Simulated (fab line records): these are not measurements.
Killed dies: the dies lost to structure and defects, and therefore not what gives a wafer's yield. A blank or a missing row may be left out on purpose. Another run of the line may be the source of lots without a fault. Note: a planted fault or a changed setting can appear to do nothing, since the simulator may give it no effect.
fab line records	flow nandHarc
record: lots: 15	wafers: 45	lastDay: 33
route steps=1302 shown P_STI@88 P_GATE@139
lots that met no fault: taken from a fault-free run of the same line
startH: hours from the record's first day to the start of the lot's first wafer shown	waitH: time in hours since the lot's previous step	" as in the row above	L1.1+2: one row covering several wafers at once	- no value, or no start was given	* or withheld: withheld	< > ~ a bound
route shown NAME@n: a module of which the file shows steps, and the number in the route of the first	usual: the fault-free wafers' mean and standard deviation	same: alike in all rows	chamber/n: place in a boat	sites: per-site readings	_std_site: their standard deviation	_edge_site: mean of outer sites minus mean of inner sites	radiusMm: for every site, how far away it sits from the centre of the wafer	mask NAME#n: copy n	behind: the tool/chamber that last shaped the wafer	hold: reason for holding the lot/hours on hold/outcome of the hold	device: names the non-switching transistor (n, p or np)	end of line: tests of these same wafers at the route's end	for a step that has no rows: nothing shown but its recipe	killed: the dies lost at the first sort to structure and to defects; this is not the yield of the wafer	map: the dies of a wafer, with x for killed, . for not killed, _ for no die there
set.NAME: the setting that was run; set.NAME@STEP: the one run at that earlier step	model.NAME: the simulator's own value behind a step, which no gauge read
one table for each step of the route and one row for each wafer, over a sample of lots
services: the hour from which a tool's chamber was out of use, counted from the record's first day as startH (under 0 if before that day), plus the number of hours and why
== steps ==
step: NHARC_P_STI_ETCH_42
recipe: targetDepthA: 800	overetchA: 240	timeS: 61	ionEnergyEv: 200	n2FlowSccm: 150	h2FlowSccm: 150	arFlowSccm: 0	rfW: 400	biasW: 150	chemistry: N2/H2
usual: drypumpMotorCurrentA: 5.5/0.39	oesProductAu: 1.002/0.008	rfVppV: 430.8/2.4	showerheadPlenumPTorr: 2.05/0.08	throttleValvePct: 14.171/0.0092
same: timeS: 61
lot.wafer	tool	chamber	startH	waitH	drypumpMotorCurrentA	oesProductAu	rfHoursCounterH	rfVppV	showerheadPlenumPTorr	throttleValvePct
L511.3	rieDiel-09	3	28.31	0.1	5.7	1.007	5	433.2	2.11	14.177
L511.4	"	2	"	"	5.2	1.000	5	430.8	2.00	14.166
L511.5	"	3	"	"	5.7	1.008	-	431.9	2.11	14.163
L513.1	rieDiel-09	1	39.27	0.1	5.2	1.000	5	429.8	2.01	14.157
L513.3	"	2	"	"	5.2	1.000	6	429.2	2.00	14.185
L513.5	"	1	"	"	5.1	1.004	-	428.1	2.01	14.177
L515.2	rieDiel-09	3	60.07	0.1	5.7	1.009	7	433.2	2.11	14.168
L515.1	"	1	"	"	5.2	0.997	5	429.1	2.01	14.154
L515.5	"	2	"	"	5.3	0.989	-	428.7	2.00	14.159
L517.3	rieDiel-09	0	79.36	0.1	5.4	1.000	7	433.3	2.10	14.165
L517.6	"	0	"	"	5.4	1.002	-	432.5	2.10	14.152
L517.5	"	1	"	"	5.1	1.000	-	431.3	2.01	14.174
L518.4	rieDiel-08	2	92.96	0.1	5.9	0.999	4	434.6	2.15	14.170
L518.1	"	3	"	"	6.5	1.013	5	427.3	1.95	14.160
L518.6	"	0	"	"	5.0	1.008	-	429.2	2.04	14.176
L520.2	rieDiel-08	1	115.08	0.1	5.2	1.021	6	434.5	2.19	14.197
L520.1	"	3	"	"	6.5	1.012	6	427.0	1.95	14.180
L520.6	"	0	"	"	5.0	0.999	-	430.2	2.04	14.171
L522.4	rieDiel-13	2	129.40	0.1	5.9	1.013	15	432.0	2.05	14.166
L522.2	"	3	"	"	5.2	1.011	15	427.1	1.91	14.176
L522.6	"	1	"	"	5.3	1.012	-	431.9	2.13	14.168
L525.4	rieDiel-08	0	159.12	0.1	5.0	1.006	8	429.8	2.04	14.165
L525.3	"	3	"	"	6.4	1.002	7	427.0	1.95	14.178
L525.5	"	1	"	"	5.2	1.011	-	434.0	2.19	14.159
L526.4	rieDiel-09	2	168.14	0.1	5.3	0.997	4	428.8	2.00	14.167
L526.1	"	3	"	"	5.7	1.006	4	432.4	2.11	14.170
L526.5	"	1	"	"	5.2	1.017	-	430.0	2.01	14.163
L527.2	rieDiel-13	3	180.36	0.1	5.1	0.997	3	425.1	1.91	14.150
L527.1	"	1	"	"	5.3	1.000	3	433.9	2.12	14.168
L527.5	"	0	"	"	6.0	0.993	-	427.7	1.94	14.160
L530.2	rieDiel-13	0	211.56	0.1	6.0	1.002	6	429.2	1.94	14.172
L530.6	"	3	"	"	5.2	0.996	-	427.1	1.91	14.176
L530.5	"	0	"	"	6.0	0.993	-	429.0	1.94	14.167
L531.1	rieDiel-09	0	222.27	0.1	5.4	1.012	6	431.6	2.10	14.165
L531.2	"	2	"	"	5.3	0.995	7	429.6	2.00	14.172
L531.6	"	0	"	"	5.4	1.010	-	432.7	2.10	14.170
L532.3	rieDiel-13	2	231.77	0.1	5.9	0.987	6	430.8	2.05	14.173
L532.2	"	0	"	"	6.0	1.005	8	427.7	1.94	14.173
L532.6	"	1	"	"	5.3	0.996	-	431.9	2.12	14.172
L533.1	rieDiel-09	0	240.65	0.1	5.4	1.000	7	433.4	2.10	14.172
L533.3	"	2	"	"	5.3	0.984	9	428.5	2.00	14.173
L533.4	"	3	"	"	5.6	0.993	8	432.2	2.11	14.174
L534.1	rieDiel-13	3	248.67	0.1	5.1	1.000	9	427.5	1.91	14.177
L534.3	"	1	"	"	5.3	1.004	8	434.4	2.12	14.178
L534.6	"	2	"	"	5.9	1.002	-	431.3	2.05	14.160
step: NHARC_P_STI_INSPECT_25
usual: rawDefectCount: 206/68
lot.wafer	tool	chamber	startH	waitH	rawDefectCount
L511.3	defectInspect-02	-	53.23	0.4	225
L511.4	"	-	"	"	193
L511.5	"	-	"	"	106
L513.1	defectInspect-02	-	68.22	0.4	266
L513.3	"	-	"	"	258
L513.5	"	-	"	"	278
L515.1	defectInspect-01	-	87.02	0.4	258
L515.2	"	-	"	"	294
L515.5	"	-	"	"	205
L517.3	defectInspect-01	-	109.35	0.4	157
L517.5	"	-	"	"	134
L517.6	"	-	"	"	146
L518.1	defectInspect-02	-	127.17	0.4	181
L518.4	"	-	"	"	136
L518.6	"	-	"	"	105
L520.1	defectInspect-01	-	144.14	0.4	240
L520.2	"	-	"	"	315
L520.6	"	-	"	"	170
L522.2	defectInspect-02	-	154.99	0.4	177
L522.4	"	-	"	"	163
L522.6	"	-	"	"	125
L525.3	defectInspect-01	-	193.90	0.4	143
L525.4	"	-	"	"	197
L525.5	"	-	"	"	131
L526.1	defectInspect-01	-	198.21	0.4	237
L526.4	"	-	"	"	205
L526.5	"	-	"	"	223
L527.1	defectInspect-02	-	208.26	0.4	116
L527.2	"	-	"	"	268
L527.5	"	-	"	"	210
L530.2	defectInspect-02	-	237.50	0.4	213
L530.5	"	-	"	"	199
L530.6	"	-	"	"	138
L531.1	defectInspect-02	-	250.90	0.4	149
L531.2	"	-	"	"	142
L531.6	"	-	"	"	216
L532.2	defectInspect-01	-	257.09	0.4	204
L532.3	"	-	"	"	129
L532.6	"	-	"	"	186
L533.1	defectInspect-02	-	267.29	0.4	270
L533.3	"	-	"	"	193
L533.4	"	-	"	"	287
L534.1	defectInspect-01	-	276.67	0.4	120
L534.3	"	-	"	"	136
L534.6	"	-	"	"	142
step: NHARC_P_GATE_PEB_24
recipe: pebTempC: 100	pebTimeS: 65
usual: heaterPowerTotalW: 156.6/0.41	plateTempC: 99.99/0.12
same: pebTimeS: 65
lot.wafer	tool	chamber	startH	waitH	heaterPowerTotalW	plateTempC
L511.3	lithoTrack-06	0	78.92	0.0	156.6	100.04
L511.4	"	0	"	"	157.2	99.97
L511.5	"	0	"	"	157.1	99.95
L513.1	lithoTrack-06	0	92.77	0.1	156.8	99.97
L513.3	"	0	"	"	156.9	100.04
L513.5	"	0	"	"	157.1	100.08
L515.1	lithoTrack-04	0	110.54	0.1	157.2	100.24
L515.2	"	0	"	"	157.2	100.02
L515.5	"	0	"	"	156.6	100.01
L517.3	lithoTrack-04	0	132.79	0.0	157.1	100.00
L517.5	"	0	"	"	156.2	100.06
L517.6	"	0	"	"	157.2	99.95
L518.1	lithoTrack-01	0	150.10	0.1	156.1	100.08
L518.4	"	0	"	"	157.1	100.02
L518.6	"	0	"	"	156.4	100.03
L520.1	lithoTrack-01	0	168.25	0.1	157.1	100.09
L520.2	"	0	"	"	156.0	100.04
L520.6	"	0	"	"	155.9	100.21
L522.2	lithoTrack-01	0	183.83	0.1	156.8	100.10
L522.4	"	0	"	"	157.0	99.90
L522.6	"	0	"	"	156.4	100.15
L525.3	lithoTrack-01	0	216.37	0.0	149.6	96.88
L525.4	"	0	"	"	150.3	96.79
L525.5	"	0	"	"	149.7	96.80
L526.1	lithoTrack-01	0	220.50	0.1	150.0	96.85
L526.4	"	0	"	"	150.0	97.03
L526.5	"	0	"	"	149.7	97.03
L527.1	lithoTrack-01	0	232.51	0.1	150.0	96.87
L527.2	"	0	"	"	149.4	97.01
L527.5	"	0	"	"	150.4	96.96
L530.2	lithoTrack-04	0	261.23	0.1	156.8	99.87
L530.5	"	0	"	"	156.5	100.13
L530.6	"	0	"	"	157.2	100.09
L531.1	lithoTrack-06	0	276.15	0.1	156.4	100.16
L531.2	"	0	"	"	157.1	100.07
L531.6	"	0	"	"	156.2	100.11
L532.2	lithoTrack-06	0	280.53	0.1	157.1	99.88
L532.3	"	0	"	"	156.3	100.07
L532.6	"	0	"	"	156.1	99.86
L533.1	lithoTrack-04	0	292.75	0.1	156.0	99.99
L533.3	"	0	"	"	156.1	100.09
L533.4	"	0	"	"	156.4	100.11
L534.1	lithoTrack-01	0	299.10	0.1	156.4	99.82
L534.3	"	0	"	"	156.9	99.96
L534.6	"	0	"	"	156.1	99.98
step: NHARC_P_GATE_CD_MEAS_26
recipe: targetCdNm: 120	landingEnergyEv: 500
usual: cdNm: 119.8/0.53
lot.wafer	tool	chamber	startH	waitH	hold	cdNm
L511.3	cdSem-02	0	79.00	-	-	119.5
L511.4	"	0	"	"	-	119.7
L511.5	"	0	"	"	-	119.8
L513.1	cdSem-01	0	92.85	-	-	119.9
L513.3	"	0	"	"	-	119.9
L513.5	"	0	"	"	-	119.8
L515.1	cdSem-03	0	110.62	-	-	119.2
L515.2	"	0	"	"	-	119.8
L515.5	"	0	"	"	-	118.3
L517.3	cdSem-02	0	132.87	-	-	119.1
L517.5	"	0	"	"	-	119.1
L517.6	"	0	"	"	-	119.7
L518.1	cdSem-03	0	150.18	-	-	119.4
L518.4	"	0	"	"	-	120.4
L518.6	"	0	"	"	-	119.9
L520.1	cdSem-01	0	168.33	-	-	119.2
L520.2	"	0	"	"	-	120.0
L520.6	"	0	"	"	-	119.5
L522.2	cdSem-01	0	183.91	-	-	119.7
L522.4	"	0	"	"	-	120.3
L522.6	"	0	"	"	-	119.5
L525.3	cdSem-02	0	216.45	-	awaitDispo/0.2h/release	131.4
L525.4	"	0	"	"	awaitDispo/0.2h/release	131.2
L525.5	"	0	"	"	awaitDispo/0.2h/release	131.4
L525.3	cdSem-02	0	-	-	-	131.3
L525.4	"	0	"	"	-	131.5
L525.5	"	0	"	"	-	131.4
L526.1	cdSem-03	0	220.58	-	awaitDispo/0.2h/release	131.9
L526.4	"	0	"	"	awaitDispo/0.2h/release	131.8
L526.5	"	0	"	"	awaitDispo/0.2h/release	132.0
L526.1	cdSem-03	0	-	-	-	131.7
L526.4	"	0	"	"	-	131.9
L526.5	"	0	"	"	-	132.2
L527.1	cdSem-02	0	232.59	-	awaitDispo/0.2h/release	132.2
L527.2	"	0	"	"	awaitDispo/0.2h/release	132.5
L527.5	"	0	"	"	awaitDispo/0.2h/release	132.0
L527.1	cdSem-02	0	-	-	-	132.4
L527.2	"	0	"	"	-	132.5
L527.5	"	0	"	"	-	132.2
L530.2	cdSem-02	0	261.31	-	-	119.2
L530.5	"	0	"	"	-	119.6
L530.6	"	0	"	"	-	120.1
L531.1	cdSem-01	0	276.23	-	-	120.1
L531.2	"	0	"	"	-	120.3
L531.6	"	0	"	"	-	120.3
L532.2	cdSem-02	0	280.61	-	-	119.6
L532.3	"	0	"	"	-	119.5
L532.6	"	0	"	"	-	119.9
L533.1	cdSem-02	0	292.83	-	-	119.2
L533.3	"	0	"	"	-	119.2
L533.4	"	0	"	"	-	119.5
L534.1	cdSem-03	0	299.18	-	-	120.1
L534.3	"	0	"	"	-	119.9
L534.6	"	0	"	"	-	120.4
step: NHARC_P_GATE_ETCHBACK_37
recipe: targetDepthA: 345	timeS: 17.2	chf3FlowSccm: 50	o2FlowSccm: 10	arFlowSccm: 200	rfW: 500	biasW: 200	chemistry: CHF3/O2
usual: chf3FlowSccm: 50.01/0.16	drypumpMotorCurrentA: 5.9/0.46	oesProductAu: 0.95/0.03	rfVppV: 371.2/2.1	showerheadPlenumPTorr: 2.43/0.091	throttleValvePct: 20.573/0.0089
same: timeS: 17.2
lot.wafer	tool	chamber	startH	waitH	chf3FlowSccm	drypumpMotorCurrentA	oesProductAu	rfHoursCounterH	rfVppV	showerheadPlenumPTorr	throttleValvePct
L511.3	rieDiel-06	2	-	-	49.79	6.4	0.98	8.6	373.2	2.57	20.565
L511.4	"	3	"	"	49.92	5.6	0.97	9.1	369.9	2.46	20.566
L511.5	"	1	"	"	50.06	5.4	0.98	-	371.6	2.49	20.562
L513.1	rieDiel-10	3	-	-	50.32	5.7	0.93	3.2	374.7	2.57	20.571
L513.3	"	2	"	"	50.00	6.1	0.93	3.6	368.0	2.31	20.586
L513.5	"	0	"	"	50.32	6.1	0.93	-	373.5	2.53	20.572
L515.2	rieDiel-10	2	-	-	50.16	6.1	0.93	4.4	368.2	2.31	20.576
L515.1	"	1	"	"	49.95	5.0	0.92	4.8	370.2	2.39	20.571
L515.5	"	2	"	"	50.36	6.1	0.93	-	368.2	2.30	20.576
L517.3	rieDiel-06	2	-	-	50.12	6.4	0.93	3.6	374.4	2.57	20.581
L517.6	"	0	"	"	49.92	5.8	0.92	-	371.6	2.40	20.556
L517.5	"	1	"	"	50.25	5.4	0.93	-	373.3	2.49	20.560
L518.4	rieDiel-06	2	-	-	49.84	6.4	1.00	4.0	374.0	2.57	20.574
L518.1	"	0	"	"	50.14	5.8	0.99	5.3	371.5	2.40	20.575
L518.6	"	3	"	"	50.04	5.6	1.00	-	370.4	2.45	20.559
L520.2	rieDiel-12	0	-	-	50.04	6.7	0.93	5.2	368.3	2.35	20.570
L520.1	"	1	"	"	50.14	5.6	0.93	4.7	369.5	2.34	20.559
L520.6	"	0	"	"	50.03	6.7	0.93	-	369.7	2.35	20.567
L522.2	rieDiel-10	1	-	-	49.92	5.0	0.92	8.8	370.5	2.39	20.573
L522.4	"	0	"	"	49.79	6.2	0.93	8.8	374.2	2.53	20.584
L522.6	"	2	"	"	49.97	6.1	0.93	-	367.8	2.30	20.579
L526.1	rieDiel-10	2	-	-	49.94	6.1	1.01	0	367.0	2.30	20.582
L526.4	"	3	"	"	50.06	5.8	1.00	0	373.3	2.57	20.576
L526.5	"	3	"	"	50.15	5.8	1.00	-	373.1	2.57	20.585
L527.1	rieDiel-12	1	-	-	50.20	5.6	0.93	8.5	367.8	2.34	20.563
L527.2	"	3	"	"	49.70	6.3	0.93	9.0	370.8	2.43	20.586
L527.5	"	0	"	"	50.14	6.7	0.93	-	370.4	2.35	20.559
L525.4	rieDiel-12	2	-	-	50.06	5.8	0.97	6.7	371.2	2.46	20.572
L525.3	"	3	"	"	49.85	6.3	0.97	7.3	370.9	2.43	20.565
L525.5	"	3	"	"	50.04	6.3	0.98	-	372.2	2.43	20.579
L530.2	rieDiel-12	3	-	-	49.99	6.3	0.93	1.0	371.4	2.43	20.572
L530.6	"	1	"	"	49.90	5.6	0.93	-	368.9	2.34	20.566
L530.5	"	2	"	"	49.65	5.7	0.93	-	370.6	2.46	20.577
L531.2	rieDiel-10	0	-	-	49.84	6.2	0.93	3.1	372.0	2.52	20.560
L531.1	"	3	"	"	50.03	5.7	0.93	3.5	374.4	2.57	20.584
L531.6	"	1	"	"	49.95	5.0	0.92	-	370.9	2.39	20.579
L532.3	rieDiel-10	0	-	-	49.98	6.2	0.91	3.1	373.1	2.52	20.570
L532.2	"	1	"	"	49.75	5.0	0.92	3.3	369.9	2.39	20.585
L532.6	"	0	"	"	49.91	6.2	0.93	-	373.2	2.52	20.570
L533.1	rieDiel-10	3	-	-	50.02	5.8	0.92	4.6	373.8	2.57	20.579
L533.3	"	0	"	"	49.97	6.2	0.93	4.3	374.4	2.52	20.587
L533.4	"	1	"	"	50.23	5.0	0.93	4.0	370.4	2.39	20.555
L534.3	rieDiel-10	0	-	-	50.31	6.2	0.99	4.8	372.2	2.52	20.572
L534.1	"	1	"	"	49.94	5.0	0.98	4.5	372.0	2.39	20.565
L534.6	"	2	"	"	50.22	6.1	0.99	-	369.5	2.30	20.557
== services ==
tool	chamber	startH	hours	kind
rieDiel-13	-	9.79	1.7	repair
rieDiel-10	2	11.48	5.1	repair
rieDiel-12	3	13.42	5.1	repair
rieDiel-13	0	25.68	9.1	repair
rieDiel-10	-	41.81	9.0	pm
rieDiel-13	1	59.65	6.6	repair
rieDiel-12	-	67.40	9.0	pm
rieDiel-13	-	69.72	0.5	repair
rieDiel-09	1	85.99	2.4	repair
rieDiel-09	3	89.16	16.1	repair
rieDiel-09	-	92.26	3.4	repair
rieDiel-13	1	97.59	28.6	repair
rieDiel-09	-	119.15	9.0	pm
lithoTrack-01	-	131.00	7.0	pm
rieDiel-10	3	133.18	8.8	repair
rieDiel-09	1	140.89	1.9	repair
rieDiel-13	-	141.03	9.0	pm
lithoTrack-06	-	155.00	7.0	pm
lithoTrack-04	-	179.00	7.0	pm
rieDiel-13	1	204.07	6.0	repair
rieDiel-10	-	218.81	9.0	pm
rieDiel-09	-	296.15	9.0	pm
rieDiel-13	3	297.51	8.8	repair
lithoTrack-01	-	306.00	7.0	pm
== key ==
firstSign: step: NHARC_P_GATE_PEB_24	reading: plateTempC	direction: down	sigmas: 25	usual: *	struck: *
effect: step: NHARC_P_GATE_PEB_24	reading: heaterPowerTotalW	direction: down	sigmas: 16	usual: *	struck: *
effect: step: NHARC_P_GATE_CD_MEAS_26	reading: visit	direction: added
effect: step: NHARC_P_GATE_CD_MEAS_26	reading: cdNm	direction: up	sigmas: 23	usual: 119.8	struck: 131.8
metAt NHARC_P_GATE_PEB_24
struckLots L525,L526,L527
sortLeftOut L525.3,L525.4,L525.5,L526.1,L526.4,L526.5,L527.1,L527.2,L527.5
testerLeftOut L525,L526,L527
notActingAt NHARC_P_STI_ETCH_42,NHARC_P_STI_INSPECT_25,NHARC_P_GATE_ETCHBACK_37
onsetBetween 183.83 216.37
fault: kind: processParameterDrift	tool: lithoTrack-01	chamber: -	onsetH: 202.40	steps: NHARC_P_GATE_PEB_24	channel: pebTempC	offset: *	shape: step	endH: 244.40	actsIn: *	stated: *
testerLeftOut: of these lots the tester's yield and bins aren't shown, on N5 and GAA mostly nor the transistor test; their killed dies are dies lost to structure and defects alone, not to doping, threshold or leakage, so they don't give the yield
sortLeftOut: the simulated sort isn't trusted on such a fault, so these wafers' sort isn't shown, and their yield isn't known
